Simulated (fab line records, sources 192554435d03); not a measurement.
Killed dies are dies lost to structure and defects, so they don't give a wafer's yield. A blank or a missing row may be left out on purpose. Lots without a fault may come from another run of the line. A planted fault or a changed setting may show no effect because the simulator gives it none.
Chamber matching | flow n5_finfet | N5_HKMG_FIN_ETCH_54 on rie_diel-03: 4 sister chambers
The step etches SiARC in CF4, target depth 45.5 nm, time 75.8 s. 14 wafers are shown with their chamber, then 7 later ones without.

WAFERS WITH THEIR CHAMBER
wafer  | chamber | drypump_motor_current_A (A) | showerhead_plenum_p_Torr (Torr) | oes_product_au (a.u.)
L074.2 | 3       | 5.92                        | 2.27                            | 0.78
L074.3 | 0       | 5.55                        | 2.07                            | 0.69
L074.5 | 2       | 6.14                        | 2.14                            | 0.63
L083.1 | 2       | 6.11                        | 2.13                            | 0.61
L083.2 | 0       | 5.53                        | 2.06                            | 0.67
L083.6 | 0       | 5.55                        | 2.06                            | 0.67
L085.1 | 3       | 5.91                        | 2.26                            | 0.75
L085.2 | 1       | 5.28                        | 2.22                            | 0.62
L085.3 | 0       | 5.55                        | 2.06                            | 0.67
L086.3 | 1       | 5.29                        | 2.21                            | 0.62
L086.5 | 3       | 5.92                        | 2.26                            | 0.75
L086.6 | 2       | 6.08                        | 2.13                            | 0.61
L094.1 | 2       | 6.12                        | 2.13                            | 0.60
L094.2 | 1       | 5.27                        | 2.21                            | 0.61

SIGNATURES (means of the wafers above)
reading                  | chamber 0 | chamber 1 | chamber 2 | chamber 3 | scatter within a chamber
drypump_motor_current_A  | 5.5450    | 5.2800    | 6.1125    | 5.9167    | 0.0156
showerhead_plenum_p_Torr | 2.0625    | 2.2133    | 2.1325    | 2.2633    | 0.00532
oes_product_au           | 0.6750    | 0.6167    | 0.6125    | 0.7600    | 0.012
Rule: a wafer's distance from a chamber is the root of the sum, over the readings, of the square of ((its reading less the chamber's mean) divided by the reading's scatter). The wafer belongs to the nearest chamber; if the next one is less than 2 further off, it can't be placed. The scatter: the root of (the sum of the squares of (reading less its chamber's mean) over the shown wafers, divided by (wafers less chambers)).

WAFERS WITHOUT THEIR CHAMBER
wafer  | drypump_motor_current_A (A) | showerhead_plenum_p_Torr (Torr) | oes_product_au (a.u.)
L094.4 | 5.54                        | 2.06                            | 0.66
L095.1 | 5.91                        | 2.26                            | 0.72
L095.3 | 5.56                        | 2.06                            | 0.66
L095.6 | 5.32                        | 2.21                            | 0.60
L097.1 | 5.91                        | 2.25                            | 0.71
L097.4 | 6.12                        | 2.13                            | 0.60
L097.6 | 5.55                        | 2.05                            | 0.65

WHICH CHAMBER EACH WENT THROUGH
wafer  | from the rows above | in truth
L094.4 | 0                   | 0
L095.1 | 3                   | 3
L095.3 | 0                   | 0
L095.6 | 1                   | 1
L097.1 | 3                   | 3
L097.4 | 2                   | 2
L097.6 | 0                   | 0
Placed correctly: 7 of 7. Can't be placed from these rows: 0. Placed wrongly: 0.
